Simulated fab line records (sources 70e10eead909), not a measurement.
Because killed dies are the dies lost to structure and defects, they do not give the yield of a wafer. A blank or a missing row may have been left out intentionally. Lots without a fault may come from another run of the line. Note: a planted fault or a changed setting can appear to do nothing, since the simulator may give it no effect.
fab line records    flow nand-harc
[record] lots = 6  wafers = 18  last-day = 23
route steps=1159 shown P_CONTACT@234 END@1159
lots that met no fault: from a run of the same line without faults
start-h: start of the lot's first displayed wafer, in hours after the record's first day    wait-h: hours from the lot's prior step to this one    " same as the row above    L1.1+2: several wafers, shown together as one row    - either no value or no given start    * or withheld: withheld    < > ~ a bound
route shown NAME@n: a module of which the file shows steps, and the number in the route of the first    usual: mean/standard deviation taken from wafers without a fault    same: alike in all rows    chamber/n: place in a boat    sites: the reading at each site    _std_site: how widely they spread, as a standard deviation    _edge_site: inner sites' mean taken away from outer sites' mean    radius-mm: for every site, how far away it sits from the centre of the wafer    mask NAME#n: copy n    behind: the tool/chamber that last shaped the wafer    hold: what put the lot on hold/how long, in hours/how the hold closed    device: the n, p or np transistor that did not switch    end of line: the route-end tests of the same wafers    a step without rows: its recipe alone    killed: at the first sort, the dies lost to defects and structure; wafer yield is something else    map: dies across one wafer; x = killed, . = not, _ = none there
set.NAME: the setting that was run; set.NAME@STEP: the one run at that earlier step    model.NAME: the simulator's own value behind a step, which no gauge read
lots seen at some steps along the route; tables by step, rows by wafer
services: when a tool's chamber went out of use (start-h, in hours from the record's first day, below 0 if earlier), for how many hours, and the reason
[[steps]]
[step NHARC_P_CONTACT_INSPECT_14]
[usual] raw-defect-count = 3.9/2.5
lot.wafer  tool               chamber  start-h  wait-h  raw-defect-count
L925.1     defect-inspect-01  -        122.57   0.0     2
L925.4     "                  -        "        "       6
L925.6     "                  -        "        "       3
L928.4     defect-inspect-02  -        143.57   0.0     1
L928.5     "                  -        "        "       7
L928.6     "                  -        "        "       2
L933.1     defect-inspect-02  -        174.55   0.0     6
L933.5     "                  -        "        "       3
L933.6     "                  -        "        "       3
L935.1     defect-inspect-01  -        186.47   0.0     1
L935.2     "                  -        "        "       6
L935.6     "                  -        "        "       5
L943.2     defect-inspect-02  -        221.61   0.0     5
L943.3     "                  -        "        "       2
L943.5     "                  -        "        "       3
L945.3     defect-inspect-01  -        238.49   0.0     1
L945.5     "                  -        "        "       4
L945.6     "                  -        "        "       6
[step NHARC_P_CONTACT_DESCUM_17]
[recipe] time-s = 3  o2-flow-sccm = 200  ar-flow-sccm = 0  bias-power-w = 0  chemistry = O2
[usual] drypump-motor-current-A = 5.6/0.33  oes-product-au = 1.001/0.0086  rf-vpp-V = 58.1/0.96  showerhead-plenum-p-Torr = 1.97/0.091  throttle-valve-pct = 11.311/0.0096
lot.wafer  tool         chamber  start-h  wait-h  drypump-motor-current-A  oes-product-au  rf-hours-counter-h  rf-vpp-V  showerhead-plenum-p-Torr  throttle-valve-pct
L925.1     rie-diel-08  1        122.63   0.1     5.1                      1.002           17                  58.1      2.07                      11.303
L925.6     "            1        "        "       5.1                      0.999           -                   59.0      2.06                      11.296
L925.4     "            3        "        "       5.6                      1.012           -                   57.3      1.92                      11.329
L928.4     rie-diel-11  1        143.64   0.1     5.7                      0.999           14                  57.8      1.83                      11.309
L928.5     "            0        "        "       5.4                      1.003           -                   59.9      1.99                      11.316
L928.6     "            1        "        "       5.7                      1.015           -                   57.4      1.82                      11.318
L933.1     rie-diel-08  3        174.62   0.1     5.6                      0.995           4                   59.1      1.92                      11.298
L933.5     "            2        "        "       5.4                      1.011           -                   57.3      1.86                      11.322
L933.6     "            3        "        "       5.6                      0.993           -                   57.6      1.92                      11.296
L935.1     rie-diel-11  0        186.53   0.1     5.4                      0.996           20                  57.7      1.99                      11.313
L935.2     "            2        "        "       5.8                      0.986           17                  59.1      2.06                      11.307
L935.6     "            2        "        "       5.8                      0.996           -                   59.4      2.06                      11.309
L943.2     rie-diel-08  0        221.68   0.1     5.5                      0.999           9                   57.7      2.06                      11.299
L943.3     "            1        "        "       5.1                      0.982           8                   58.2      2.06                      11.317
L943.5     "            3        "        "       5.6                      0.999           -                   59.2      1.92                      11.309
L945.3     rie-diel-11  2        238.57   0.1     5.8                      0.989           4                   58.5      2.06                      11.315
L945.6     "            0        "        "       5.4                      0.990           -                   60.1      1.99                      11.304
L945.5     "            1        "        "       5.7                      0.995           -                   57.1      1.82                      11.308
[step NHARC_P_CONTACT_ETCH_35]
[recipe] target-depth-a = 390  over-etch-frac = 0.3  time-s = 65  ion-energy-ev = 80  cf4-flow-sccm = 150  ar-flow-sccm = 0  rf-w = 300  bias-w = 100  chemistry = CF4
[usual] drypump-motor-current-A = 5.6/0.33  oes-product-au = 1.003/0.0099  rf-fwd-power-W = 297.3/0.91  rf-vpp-V = 151.9/1.4  showerhead-plenum-p-Torr = 1.82/0.08  throttle-valve-pct = 13.285/0.0095
lot.wafer  tool         chamber  start-h  wait-h  drypump-motor-current-A  oes-product-au  rf-fwd-power-W  rf-hours-counter-h  rf-vpp-V  showerhead-plenum-p-Torr  throttle-valve-pct
L925.1     rie-diel-08  1        122.75   0.1     5.1                      0.989           297.9           17                  153.0     1.90                      13.306
L925.6     "            0        "        "       5.5                      0.988           297.8           -                   152.5     1.90                      13.298
L925.4     "            1        "        "       5.1                      1.002           298.3           -                   153.5     1.90                      13.289
L928.4     rie-diel-11  2        144.19   0.5     5.8                      0.995           297.6           13                  152.8     1.89                      13.305
L928.5     "            1        "        "       5.7                      1.014           296.8           -                   150.1     1.69                      13.276
L928.6     "            2        "        "       5.8                      0.992           297.9           -                   152.6     1.89                      13.283
L933.1     rie-diel-08  3        174.71   0.1     5.6                      0.992           297.4           4                   152.0     1.77                      13.277
L933.6     "            0        "        "       5.5                      1.006           297.5           -                   152.7     1.90                      13.288
L933.5     "            1        "        "       5.1                      1.003           298.6           -                   153.6     1.90                      13.274
L935.1     rie-diel-11  1        186.63   0.1     5.7                      1.004           295.8           19                  150.1     1.69                      13.281
L935.2     "            0        "        "       5.4                      1.018           295.6           20                  151.3     1.83                      13.280
L935.6     "            1        "        "       5.7                      1.007           296.4           -                   149.5     1.69                      13.296
L943.3     rie-diel-08  1        221.77   0.1     5.1                      0.988           298.7           8                   152.2     1.90                      13.275
L943.2     "            3        "        "       5.6                      0.996           298.3           8                   150.8     1.77                      13.284
L943.5     "            1        "        "       5.1                      0.995           297.7           -                   152.2     1.90                      13.267
L945.3     rie-diel-11  3        238.65   0.1     6.4                      1.015           296.8           4                   152.4     1.88                      13.272
L945.5     "            1        "        "       5.7                      0.995           299.0           -                   149.4     1.69                      13.293
L945.6     "            2        "        "       5.8                      0.994           295.8           -                   151.2     1.89                      13.297
[step NHARC_P_CONTACT_ETCH_36]
[recipe] target-depth-a = 2600  over-etch-frac = 0.25  time-s = 406.25  ion-energy-ev = 200  n2-flow-sccm = 150  h2-flow-sccm = 150  ar-flow-sccm = 0  rf-w = 400  bias-w = 150  chemistry = N2/H2
[usual] drypump-motor-current-A = 5.6/0.35  oes-product-au = 1.002/0.0098  rf-fwd-power-W = 399.2/0.97  rf-vpp-V = 432.4/2.9  showerhead-plenum-p-Torr = 2.11/0.098  throttle-valve-pct = 14.172/0.0098
lot.wafer  tool         chamber  start-h  wait-h  drypump-motor-current-A  oes-product-au  rf-fwd-power-W  rf-hours-counter-h  rf-vpp-V  showerhead-plenum-p-Torr  throttle-valve-pct
L925.1     rie-diel-08  0        -        -       5.5                      0.997           399.4           17                  435.4     2.21                      14.155
L925.6     "            1        "        "       5.1                      0.998           399.1           -                   435.0     2.21                      14.156
L925.4     "            3        "        "       5.6                      1.019           397.7           -                   430.6     2.05                      14.193
L928.4     rie-diel-11  3        -        -       6.4                      0.997           400.1           13                  436.1     2.19                      14.179
L928.6     "            0        "        "       5.4                      1.004           398.6           -                   432.7     2.12                      14.185
L928.5     "            1        "        "       5.7                      1.008           398.8           -                   428.3     1.94                      14.160
L933.1     rie-diel-08  3        -        -       5.6                      0.997           400.1           4                   430.7     2.04                      14.179
L933.5     "            0        "        "       5.5                      1.002           400.0           -                   434.3     2.21                      14.175
L933.6     "            1        "        "       5.1                      0.995           400.9           -                   432.9     2.20                      14.169
L935.1     rie-diel-11  2        -        -       5.8                      1.007           400.0           17                  436.0     2.20                      14.179
L935.2     "            1        "        "       5.7                      1.009           399.4           19                  427.4     1.94                      14.157
L935.6     "            2        "        "       5.8                      1.007           398.7           -                   434.9     2.20                      14.168
L943.3     rie-diel-08  1        -        -       5.1                      0.989           399.4           8                   435.6     2.20                      14.170
L943.2     "            2        "        "       5.4                      1.003           399.4           8                   428.2     1.98                      14.166
L943.5     "            1        "        "       5.1                      0.992           398.3           -                   435.2     2.20                      14.173
L945.3     rie-diel-11  1        -        -       5.7                      0.991           398.3           5                   427.0     1.94                      14.169
L945.6     "            2        "        "       5.8                      0.993           398.8           -                   435.0     2.20                      14.142
L945.5     "            3        "        "       6.4                      1.010           400.5           -                   434.9     2.19                      14.162
[step NHARC_P_CONTACT_ETCH_18]
[recipe] target-depth-a = 4810  time-s = 240.5  c4f8-flow-sccm = 20  o2-flow-sccm = 10  ar-flow-sccm = withheld  rf-w = 600  bias-w = 1500  chemistry = C4F8/O2/Ar
[usual] oes-product-au = 0.968/0.015  rf-fwd-power-W = 598.0/1.8  rf-vpp-V = 983/6
lot.wafer  tool         chamber  start-h  wait-h  oes-product-au  rf-fwd-power-W  rf-hours-counter-h  rf-vpp-V
L925.1     rie-diel-08  0        -        -       0.953           598.7           17                  988
L925.6     "            3        "        "       0.972           594.8           -                   980
L925.4     "            0        "        "       0.955           596.4           -                   989
L928.4     rie-diel-11  1        -        -       0.940           598.7           14                  972
L928.6     "            3        "        "       0.932           596.1           -                   988
L928.5     "            0        "        "       0.944           597.4           -                   982
L933.1     rie-diel-08  2        -        -       0.978           598.3           4                   974
L933.6     "            0        "        "       0.985           595.7           -                   987
L933.5     "            1        "        "       0.972           599.7           -                   989
L935.2     rie-diel-11  1        -        -       0.979           595.5           19                  972
L935.1     "            0        "        "       0.969           597.0           20                  984
L935.6     "            2        "        "       0.958           598.5           -                   990
L943.2     rie-diel-08  2        -        -       0.990           598.0           8                   974
L943.3     "            3        "        "       0.951           597.2           8                   978
L943.5     "            1        "        "       0.971           596.9           -                   989
L945.3     rie-diel-11  2        -        -       0.968           598.7           5                   988
L945.5     "            1        "        "       0.952           600.0           -                   972
L945.6     "            2        "        "       0.973           598.4           -                   988
[step NHARC_P_CONTACT_STRIP_37]
[recipe] c4f8-flow-sccm = withheld  o2-flow-sccm = 8  ar-flow-sccm = withheld  bias-w = 0  chemistry = C4F8/O2/Ar
[step NHARC_P_CONTACT_ETCH_31]
[recipe] target-depth-a = 300  time-s = 85.7  ion-energy-ev = 120  over-etch-frac = 1  ch3f-flow-sccm = 50  o2-flow-sccm = 30  ar-flow-sccm = 200  rf-w = 500  bias-w = 100  chemistry = CH3F/O2
[step NHARC_P_CONTACT_CD_MEAS_19]
[usual] cd-nm = 89.6/1.3
lot.wafer  tool       chamber  start-h  wait-h  cd-nm
L925.1     cd-sem-02  -        123.65   -       86.6
L925.4     "          -        "        "       87.9
L925.6     "          -        "        "       88.1
L928.4     cd-sem-03  -        144.98   -       90.9
L928.5     "          -        "        "       88.1
L928.6     "          -        "        "       89.4
L933.1     cd-sem-02  -        175.48   -       88.6
L933.5     "          -        "        "       87.3
L933.6     "          -        "        "       91.2
L935.1     cd-sem-01  -        187.55   -       89.3
L935.2     "          -        "        "       89.6
L935.6     "          -        "        "       91.1
L943.2     cd-sem-01  -        222.65   -       89.0
L943.3     "          -        "        "       90.6
L943.5     "          -        "        "       88.9
L945.3     cd-sem-01  -        239.42   -       89.4
L945.5     "          -        "        "       90.8
L945.6     "          -        "        "       88.1
[step NHARC_P_CONTACT_STRIP_28]
[recipe] o2-flow-sccm = 500  ar-flow-sccm = 0  bias-w = 0  chemistry = O2
[usual] drypump-motor-current-A = 5.7/0.36  oes-product-au = 1.004/0.0093  rf-vpp-V = 58.0/0.83  showerhead-plenum-p-Torr = 3.64/0.15  throttle-valve-pct = 17.037/0.0091
lot.wafer  tool         chamber  start-h  wait-h  drypump-motor-current-A  oes-product-au  rf-hours-counter-h  rf-vpp-V  showerhead-plenum-p-Torr  throttle-valve-pct
L925.1     rie-diel-11  2        123.73   0.1     5.8                      1.001           11                  57.3      3.78                      17.036
L925.4     "            3        "        "       6.4                      1.007           11                  58.9      3.77                      17.049
L925.6     "            2        "        "       5.8                      0.998           -                   58.5      3.78                      17.035
L928.4     rie-diel-11  0        145.06   0.1     5.4                      1.013           15                  58.0      3.66                      17.025
L928.5     "            3        "        "       6.4                      1.001           -                   57.4      3.76                      17.032
L928.6     "            0        "        "       5.4                      1.001           -                   59.2      3.66                      17.030
L933.1     rie-diel-11  0        175.60   0.1     5.4                      1.000           18                  57.8      3.66                      17.055
L933.5     "            1        "        "       5.7                      0.994           -                   57.2      3.38                      17.037
L933.6     "            2        "        "       5.8                      1.001           -                   57.2      3.78                      17.043
L935.2     rie-diel-02  2        187.62   0.1     6.1                      0.997           11                  58.6      3.53                      17.049
L935.1     "            0        "        "       5.5                      1.000           10                  57.7      3.50                      17.045
L935.6     "            3        "        "       5.5                      1.015           -                   57.9      3.68                      17.043
L943.2     rie-diel-08  2        222.72   0.1     5.4                      1.017           9                   58.9      3.43                      17.015
L943.3     "            0        "        "       5.5                      1.009           9                   58.7      3.78                      17.056
L943.5     "            2        "        "       5.4                      1.011           -                   57.5      3.43                      17.035
L945.3     rie-diel-08  2        239.52   0.1     5.4                      0.999           10                  56.6      3.43                      17.042
L945.6     "            0        "        "       5.5                      0.998           -                   56.8      3.78                      17.033
L945.5     "            1        "        "       5.1                      0.999           -                   59.6      3.78                      17.038
[step NHARC_P_CONTACT_STRIP_29]
[recipe] time-s = 1200  temp-c = 72.5  chemistry = post-etch-residue-remover
[step NHARC_P_CONTACT_DEGAS_38]
[recipe] temp-c = 300  time-s = 60
[step NHARC_P_CONTACT_PRE_CLEAN_39]
[recipe] time-s = 19.5  bias-v = 250  gas = Ar
[step NHARC_P_CONTACT_PVD_32]
[recipe] target-thk-a = 50  chamber-pressure-pa = 5  power-w = 5000  substrate-temp-c = 200  time-s = 17.7  material = Ti
[usual] throttle-valve-pct = 30.3/0.46
lot.wafer  tool            chamber  start-h  wait-h  throttle-valve-pct
L925.4     pvd-sputter-03  -        124.50   -       30.5
L925.1     "               -        "        "       30.3
L925.6     "               -        "        "       30.5
L928.4     pvd-sputter-01  -        145.85   -       30.0
L928.5     "               -        "        "       30.4
L928.6     "               -        "        "       31.2
L933.1     pvd-sputter-02  -        176.35   -       30.3
L933.6     "               -        "        "       29.8
L933.5     "               -        "        "       30.2
L933.1     pvd-sputter-02  -        176.61   -       30.3
L933.6     "               -        "        "       30.2
L933.5     "               -        "        "       29.7
L935.2     pvd-sputter-01  -        188.41   -       31.0
L935.1     "               -        "        "       30.5
L935.6     "               -        "        "       30.2
L935.2     pvd-sputter-01  -        188.66   -       31.0
L935.1     "               -        "        "       30.5
L935.6     "               -        "        "       30.1
L943.2     pvd-sputter-01  -        223.48   -       31.0
L943.3     "               -        "        "       30.4
L943.5     "               -        "        "       31.1
L945.3     pvd-sputter-01  -        240.29   -       30.4
L945.5     "               -        "        "       30.2
L945.6     "               -        "        "       30.9
[step NHARC_P_CONTACT_ALD_22]
[recipe] target-thk-a = 30  pulse-time-s = 1  ald-cycles = 150  temp-c = 450  material = TiN
[step NHARC_END_SORT_01]
[recipe] temp-c = 25
[usual] killed-at-array = 25/9.2  killed-at-other = 0.8/1.2  killed-at-periphery = 3.9/2.6  killed-dies = 30/9.7  killed-open = 3.4/1.9  killed-short = 2.0/1.4
[same] gross-dies = 677
lot.wafer  tool       chamber  start-h  wait-h  killed-at-array  killed-at-other  killed-at-periphery  killed-dies  killed-open  killed-short
L925.1     prober-02  0        459.21   2.5     23               0                4                    27           3            1
L925.4     prober-02  0        461.59   3.4     20               0                5                    25           3            1
L925.6     prober-02  0        463.17   4.0     23               2                1                    26           6            0
L928.4     prober-01  0        469.40   3.4     21               0                1                    22           1            0
L928.5     prober-01  0        470.20   3.7     20               0                5                    25           4            3
L928.6     prober-01  0        470.99   4.0     17               0                5                    22           2            2
L933.1     prober-02  0        499.03   2.5     37               1                4                    42           2            6
L933.5     prober-02  0        502.23   3.7     26               0                1                    27           3            0
L933.6     prober-02  0        503.04   4.0     40               1                3                    44           3            4
L935.1     prober-01  0        535.66   2.5     26               1                2                    29           1            1
L935.2     prober-01  0        536.47   2.8     27               1                6                    34           3            1
L935.6     prober-01  0        539.69   4.0     31               4                5                    40           5            1
L943.3     prober-02  0        553.30   3.1     31               1                5                    37           1            0
// killed by level:class
L925.1 A_CHANNEL_HOLE_D1:chamber-film-flake=8 A_CONTACT:chamber-film-flake=6 A_STAIRCASE:chamber-film-flake=3 A_SLIT:chamber-film-flake=2 P_CONTACT:geometric-particle:open=1 A_CHANNEL_FILL_D1:geometric-particle:open=1 A_CHANNEL_FILL_D1:geometric-particle:short=1 A_CONTACT:geometric-particle:open=1
L925.4 A_CHANNEL_HOLE_D1:chamber-film-flake=11 A_STAIRCASE:chamber-film-flake=3 P_GATE:chamber-film-flake=2 A_CONTACT:chamber-film-flake=2 P_CONTACT:geometric-particle:open=1 A_CHANNEL_FILL_D1:geometric-particle:short=1 A_CHANNEL_FILL_D1:geometric-particle:open=1 A_BLC:geometric-particle:open=1
L925.6 A_CHANNEL_HOLE_D1:chamber-film-flake=10 A_CONTACT:chamber-film-flake=4 A_STAIRCASE:chamber-film-flake=3 A_SLIT:chamber-film-flake=2 P_M0:geometric-particle:open=1 A_CHANNEL_FILL_D1:geometric-particle:open=1 A_SGD_CUT:geometric-particle:open=1 A_WL_FILL:geometric-particle:open=1
L928.4 A_SLIT:chamber-film-flake=7 A_STAIRCASE:chamber-film-flake=7 A_CONTACT:chamber-film-flake=4 P_M1:geometric-particle:open=1 A_CHANNEL_HOLE_D1:chamber-film-flake=1 A_SGD_CUT:chamber-film-flake=1 A_M1:chamber-film-flake=1
L928.5 A_SLIT:chamber-film-flake=8 P_STI:chamber-film-flake=3 A_CHANNEL_HOLE_D1:chamber-film-flake=3 P_M0:geometric-particle:open=2 A_CONTACT:geometric-particle:open=2 A_CONTACT:chamber-film-flake=2 A_ONON_D1:geometric-particle:short=1 A_CHANNEL_HOLE_D1:geometric-particle:short=1
L928.6 A_SLIT:chamber-film-flake=8 A_STAIRCASE:chamber-film-flake=4 A_CHANNEL_HOLE_D1:chamber-film-flake=3 P_STI:geometric-particle:short=1 P_CONTACT:geometric-particle:open=1 P_M0:geometric-particle:open=1 A_ONON_D1:geometric-particle:short=1 P_STI:chamber-film-flake=1
L933.1 A_STAIRCASE:chamber-film-flake=11 A_SLIT:chamber-film-flake=9 A_CHANNEL_HOLE_D1:chamber-film-flake=6 A_CONTACT:chamber-film-flake=4 A_SGD_CUT:geometric-particle:short=2 P_STI:chamber-film-flake=2 P_M0:geometric-particle:short=1 A_SOURCE_PLATE:geometric-particle:short=1
L933.5 A_SLIT:chamber-film-flake=13 A_WL_FILL:chamber-film-flake=4 A_STAIRCASE:chamber-film-flake=3 A_CONTACT:chamber-film-flake=2 A_CHANNEL_HOLE_D1:geometric-particle:open=1 A_CONTACT:geometric-particle:open=1 A_M0:geometric-particle:open=1 P_M0:chamber-film-flake=1
L933.6 A_SLIT:chamber-film-flake=12 A_STAIRCASE:chamber-film-flake=8 A_CHANNEL_HOLE_D1:chamber-film-flake=5 A_WL_FILL:chamber-film-flake=5 A_CONTACT:chamber-film-flake=5 A_CHANNEL_FILL_D1:geometric-particle:short=2 A_CONTACT:geometric-particle:open=2 P_M2:geometric-particle:open=1
L935.1 A_SLIT:chamber-film-flake=11 A_CHANNEL_HOLE_D1:chamber-film-flake=7 A_CONTACT:chamber-film-flake=5 A_STAIRCASE:chamber-film-flake=2 P_M0:geometric-particle:short=1 A_SGD_CUT:geometric-particle:open=1 P_GATE:chamber-film-flake=1 THIN_TSV:chamber-film-flake=1
L935.2 A_SLIT:chamber-film-flake=16 A_CONTACT:chamber-film-flake=5 P_ZERO_WELL:chamber-film-flake=4 A_CHANNEL_HOLE_D1:chamber-film-flake=2 A_STAIRCASE:chamber-film-flake=2 P_CONTACT:geometric-particle:short=1 P_CONTACT:geometric-particle:open=1 A_SLIT:geometric-particle:open=1
L935.6 A_SLIT:chamber-film-flake=14 A_CONTACT:chamber-film-flake=5 THIN_TSV:chamber-film-flake=4 P_ZERO_WELL:chamber-film-flake=3 A_CHANNEL_HOLE_D1:chamber-film-flake=3 A_STAIRCASE:chamber-film-flake=3 A_ONON_D1:geometric-particle:open=2 A_CONTACT:geometric-particle:open=2
L943.3 A_CHANNEL_HOLE_D1:chamber-film-flake=17 A_SLIT:chamber-film-flake=10 P_M0:chamber-film-flake=5 A_CONTACT:chamber-film-flake=2 A_BLC:geometric-particle:open=1 A_CHANNEL_FILL_D1:chamber-film-flake=1 THIN_TSV:chamber-film-flake=1
[[services]]
tool            chamber  start-h  hours  kind
rie-diel-08     1        100.57   4.1    repair
pvd-sputter-03  -        102.05   10.0   pm
rie-diel-02     2        106.45   13.1   repair
rie-diel-11     0        119.65   -      clean
rie-diel-11     1        119.65   -      clean
rie-diel-11     2        119.65   -      clean
rie-diel-11     3        119.65   -      clean
rie-diel-08     -        124.97   9.0    pm
rie-diel-11     -        138.87   0.2    repair
rie-diel-11     0        144.18   -      clean
rie-diel-11     1        144.18   -      clean
rie-diel-11     2        144.18   -      clean
rie-diel-11     3        144.18   -      clean
rie-diel-02     -        150.91   9.0    pm
rie-diel-08     3        153.53   1.5    repair
pvd-sputter-01  -        158.00   10.0   pm
rie-diel-11     0        168.91   -      clean
rie-diel-11     1        168.91   -      clean
rie-diel-11     2        168.91   -      clean
rie-diel-11     3        168.91   -      clean
rie-diel-11     -        189.50   9.0    pm
rie-diel-11     0        189.50   9.0    vent-cycle
rie-diel-11     0        205.27   10.7   repair
pvd-sputter-02  -        214.04   10.0   pm
[[key]]
[first-sign] step = NHARC_P_CONTACT_PVD_32  reading = visit  direction = added
effect none on later readings
met-at NHARC_P_CONTACT_PVD_32
struck-wafers L933.1,L933.5,L933.6,L935.1,L935.2,L935.6
tester-left-out L933,L935
[fault] kind = repeated-step-whole  tool = pvd-sputter-01,pvd-sputter-02,pvd-sputter-03  chamber = -  onset-h = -  steps = NHARC_P_CONTACT_PVD_32  times = 1  scope = struck-lots-only
// tester-left-out: of these lots the tester's yield and bins aren't shown, on N5 and GAA mostly nor the transistor test; their killed dies are dies lost to structure and defects alone, not to doping, threshold or leakage, so they don't give the yield
